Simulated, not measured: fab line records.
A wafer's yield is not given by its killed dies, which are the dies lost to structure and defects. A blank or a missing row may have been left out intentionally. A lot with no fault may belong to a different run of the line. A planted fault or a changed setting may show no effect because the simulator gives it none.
Split-lot trial || flow n5-finfet || on a route of 1938 steps: 7 lots, 21 wafers read

## ABOUT THE SPLIT
At N5_BEOL_M12_SPUTTER_43 (material TaN, target thk 15 nm, time 24.19 s), the setting power-w was moved away from the recipe's 15000 W on 11 of the 21 wafers read, by -16.9% to +14.7%. This setting was run at the recipe's value on the other wafers.

The reading is taken at the split's own step.

## THE READING
TaN_of_BEOL_M12_SPUTTER_43.thk-nm (the simulator's own value, which no gauge read), in nm, at N5_BEOL_M12_SPUTTER_43 (material TaN, target thk 15 nm, time 24.19 s). There is no usual value for it anywhere in the file. The 10 wafers here that ran the recipe average 15.1 nm, standard deviation 0.16 nm.

{"wafer": "L077.2", "tool, chamber at the split": "pvd-sputter-02, -", "power-w as run, W": 15000, "against the recipe": "recipe", "TaN_of_BEOL_M12_SPUTTER_43.thk-nm, nm": 14.8, "against lot-mates on the recipe": "-"}
{"wafer": "L077.4", "tool, chamber at the split": "pvd-sputter-02, -", "power-w as run, W": 15000, "against the recipe": "recipe", "TaN_of_BEOL_M12_SPUTTER_43.thk-nm, nm": 15.2, "against lot-mates on the recipe": "-"}
{"wafer": "L077.5", "tool, chamber at the split": "pvd-sputter-02, -", "power-w as run, W": 12470, "against the recipe": "-16.9%", "TaN_of_BEOL_M12_SPUTTER_43.thk-nm, nm": 12.4, "against lot-mates on the recipe": -2.6}
{"wafer": "L079.2", "tool, chamber at the split": "pvd-sputter-02, -", "power-w as run, W": 15000, "against the recipe": "recipe", "TaN_of_BEOL_M12_SPUTTER_43.thk-nm, nm": 15, "against lot-mates on the recipe": "-"}
{"wafer": "L079.3", "tool, chamber at the split": "pvd-sputter-02, -", "power-w as run, W": 13090, "against the recipe": "-12.7%", "TaN_of_BEOL_M12_SPUTTER_43.thk-nm, nm": 12.8, "against lot-mates on the recipe": -2.2}
{"wafer": "L079.6", "tool, chamber at the split": "pvd-sputter-02, -", "power-w as run, W": 13090, "against the recipe": "-12.7%", "TaN_of_BEOL_M12_SPUTTER_43.thk-nm, nm": 13.2, "against lot-mates on the recipe": -1.8}
{"wafer": "L078.1", "tool, chamber at the split": "pvd-sputter-02, -", "power-w as run, W": 16250, "against the recipe": "+8.3%", "TaN_of_BEOL_M12_SPUTTER_43.thk-nm, nm": 16.4, "against lot-mates on the recipe": "no lot-mate on the recipe"}
{"wafer": "L078.2", "tool, chamber at the split": "pvd-sputter-02, -", "power-w as run, W": 16250, "against the recipe": "+8.3%", "TaN_of_BEOL_M12_SPUTTER_43.thk-nm, nm": 16.6, "against lot-mates on the recipe": "no lot-mate on the recipe"}
{"wafer": "L078.3", "tool, chamber at the split": "pvd-sputter-02, -", "power-w as run, W": 16250, "against the recipe": "+8.3%", "TaN_of_BEOL_M12_SPUTTER_43.thk-nm, nm": 16.2, "against lot-mates on the recipe": "no lot-mate on the recipe"}
{"wafer": "L081.3", "tool, chamber at the split": "pvd-sputter-02, -", "power-w as run, W": 15000, "against the recipe": "recipe", "TaN_of_BEOL_M12_SPUTTER_43.thk-nm, nm": 15.2, "against lot-mates on the recipe": "-"}
{"wafer": "L081.5", "tool, chamber at the split": "pvd-sputter-02, -", "power-w as run, W": 15000, "against the recipe": "recipe", "TaN_of_BEOL_M12_SPUTTER_43.thk-nm, nm": 15.2, "against lot-mates on the recipe": "-"}
{"wafer": "L081.6", "tool, chamber at the split": "pvd-sputter-02, -", "power-w as run, W": 17210, "against the recipe": "+14.7%", "TaN_of_BEOL_M12_SPUTTER_43.thk-nm, nm": 17.6, "against lot-mates on the recipe": "+2.4"}
{"wafer": "L093.1", "tool, chamber at the split": "pvd-sputter-02, -", "power-w as run, W": 12660, "against the recipe": "-15.6%", "TaN_of_BEOL_M12_SPUTTER_43.thk-nm, nm": 12.4, "against lot-mates on the recipe": -2.4}
{"wafer": "L093.3", "tool, chamber at the split": "pvd-sputter-02, -", "power-w as run, W": 12660, "against the recipe": "-15.6%", "TaN_of_BEOL_M12_SPUTTER_43.thk-nm, nm": 12.4, "against lot-mates on the recipe": -2.4}
{"wafer": "L093.5", "tool, chamber at the split": "pvd-sputter-02, -", "power-w as run, W": 15000, "against the recipe": "recipe", "TaN_of_BEOL_M12_SPUTTER_43.thk-nm, nm": 14.8, "against lot-mates on the recipe": "-"}
{"wafer": "L096.1", "tool, chamber at the split": "pvd-sputter-03, -", "power-w as run, W": 15000, "against the recipe": "recipe", "TaN_of_BEOL_M12_SPUTTER_43.thk-nm, nm": 15, "against lot-mates on the recipe": "-"}
{"wafer": "L096.2", "tool, chamber at the split": "pvd-sputter-03, -", "power-w as run, W": 16240, "against the recipe": "+8.3%", "TaN_of_BEOL_M12_SPUTTER_43.thk-nm, nm": 16.2, "against lot-mates on the recipe": "+1.2"}
{"wafer": "L096.5", "tool, chamber at the split": "pvd-sputter-03, -", "power-w as run, W": 16240, "against the recipe": "+8.3%", "TaN_of_BEOL_M12_SPUTTER_43.thk-nm, nm": 16, "against lot-mates on the recipe": "+1.0"}
{"wafer": "L095.1", "tool, chamber at the split": "pvd-sputter-03, -", "power-w as run, W": 15000, "against the recipe": "recipe", "TaN_of_BEOL_M12_SPUTTER_43.thk-nm, nm": 15, "against lot-mates on the recipe": "-"}
{"wafer": "L095.2", "tool, chamber at the split": "pvd-sputter-03, -", "power-w as run, W": 15000, "against the recipe": "recipe", "TaN_of_BEOL_M12_SPUTTER_43.thk-nm, nm": 15.2, "against lot-mates on the recipe": "-"}
{"wafer": "L095.5", "tool, chamber at the split": "pvd-sputter-03, -", "power-w as run, W": 15000, "against the recipe": "recipe", "TaN_of_BEOL_M12_SPUTTER_43.thk-nm, nm": 15.2, "against lot-mates on the recipe": "-"}

FIT RESULTS
A straight line over all 21 wafers: TaN_of_BEOL_M12_SPUTTER_43.thk-nm changes by +0.162 nm for each +1% of power-w; r = +0.99; the points scatter about the line by 0.18 nm.
The same after taking each lot's own level away (the mean of its wafers on the recipe; 18 wafers): +0.154 nm for each +1%; r = +1.00; scatter 0.13 nm.
Per that fit: largest power-w move, reading shift of 2.6 nm.
Across the lots, their own levels run from 14.80 to 15.20 nm, a range of 2.6 times the standard deviation given above.
The two slopes agree, so the slope changes little with the lot-to-lot level.
Check: with one of the wafers moved furthest among these (-16.9%) left out of the fit, the line predicts -2.61 nm for it against its lot-mates. Against them it came out at -2.6 nm.

## OTHER SPLITS ON THESE WAFERS
These wafers also went through other splits before the reading. Each is held against what the fit with the lots' levels taken away leaves over:
{"other split on the same wafers": "N5_BEOL_M12_TRENCH_ETCH_34 time-s", "wafers away from the commonest value": 6, "r with TaN_of_BEOL_M12_SPUTTER_43.thk-nm (lot level and that fit taken away)": "+0.04"}

## FILE'S OWN FIT
TaN_of_BEOL_M12_SPUTTER_43.thk-nm changes by +0.155 nm for each +1% of power-w, r = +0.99.
